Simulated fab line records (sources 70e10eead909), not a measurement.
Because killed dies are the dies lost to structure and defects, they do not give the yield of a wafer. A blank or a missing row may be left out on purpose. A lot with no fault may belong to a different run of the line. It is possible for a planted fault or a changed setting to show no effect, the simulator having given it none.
2 desks, one fault | flow nand-harc | only its own numbers are on each desk; what lay behind them is given at the end

AT THE TOOL OWNER'S DESK: rie-metal-03
The tool's own readings at NHARC_A_WL_FILL_ETCHBACK_17 (etches the open film in Cl2/BCl3, target depth 4 nm, time 26.7 s): means of the sampled wafers that have a number, for each lot that ran on this tool. A lot is out of limits, marked OUT, if its mean lies more than 4 standard deviations from the usual mean; the brackets give that distance.
Columns: A = drypump-motor-current-A at NHARC_A_WL_FILL_ETCHBACK_17, usual 5.5 A; B = oes-product-au at NHARC_A_WL_FILL_ETCHBACK_17, usual 1.004 a.u.; C = run-length-s at NHARC_A_WL_FILL_ETCHBACK_17, usual 47.8 s
lot  | first seen here | A   | B     | C
L221 | day 15 17:18    | 5.3 | 0.999 | 47.3
L223 | day 16 17:45    | 5.4 | 1.007 | 47.5
L224 | day 16 20:53    | 5.5 | 1.006 | 47.3
L226 | day 17 10:08    | 5.6 | 1.008 | 45.2 (-5.6) OUT
L233 | day 18 14:31    | 5.3 | 0.990 | 43.5 (-9.1) OUT
L232 | day 18 19:23    | 5.6 | 1.010 | 45.2 (-5.5) OUT
This desk's finding: out of limits on L226, L232, L233; first on L226, day 17 10:08 (run-length-s at NHARC_A_WL_FILL_ETCHBACK_17). Within limits: L221, L223, L224.

FROM THE METROLOGY DESK
What the gauges read, lot by lot, whatever tool the lot ran on: means of the sampled wafers that have a number. A lot is out of limits, marked OUT, if its mean lies more than 4 standard deviations from the usual mean; the brackets give that distance.
Columns: A = overlay-x-nm at NHARC_A_SLIT_OVL_MEAS_10, usual 0.0 nm; B = overlay-y-nm at NHARC_A_SLIT_OVL_MEAS_10, usual 0.0 nm; C = cd-nm at NHARC_A_SLIT_CD_MEAS_21, usual 289.2 nm
lot  | first seen here | A    | B    | C
L221 | day 14 06:25    | -0.7 | -0.8 | 288.4
L223 | day 15 09:13    | -0.2 | -0.5 | 289.1
L224 | day 15 10:35    | 1.2  | -0.8 | 289.1
L226 | day 16 06:43    | 0.7  | 0.3  | 288.4
L233 | day 17 02:25    | 1.1  | -0.8 | 288.5
L234 | day 17 11:11    | -0.6 | 1.9  | 290.1
L232 | day 17 17:03    | 0.3  | 0.2  | 289.3
L238 | day 18 14:36    | 0.0  | 0.3  | 288.4
L237 | day 18 15:35    | -0.0 | 0.4  | 289.0
L239 | day 18 16:41    | 1.9  | 0.9  | 289.7
L242 | day 19 07:21    | 1.4  | 0.1  | 290.8
L243 | day 19 08:07    | 0.0  | -0.4 | 289.0
L244 | day 20 09:13    | -0.1 | -0.8 | 289.8
This desk's verdict: no lot among the 13 shows anything out of limits.

TAKEN TOGETHER
On L226, L232, L233, at day 17 10:08, an alarm was possible from the tool owner's desk.
At the metrology desk, nothing out of limits was observed.
The metrology desk holds a record of L226, L232, L233, inside its limits.
Of the lots named, all ran NHARC_A_WL_FILL_ETCHBACK_17 on rie-metal-03.

WHAT THE SIMULATOR PUT IN
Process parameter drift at NHARC_A_WL_FILL_ETCHBACK_17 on rie-metal-03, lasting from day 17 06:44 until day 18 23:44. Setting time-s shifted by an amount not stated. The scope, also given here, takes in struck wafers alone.
Struck lots among those shown: L226, L232, L233.
Time in hours from fault onset to the first out-of-limits reading at each desk: the tool owner's desk, 3.
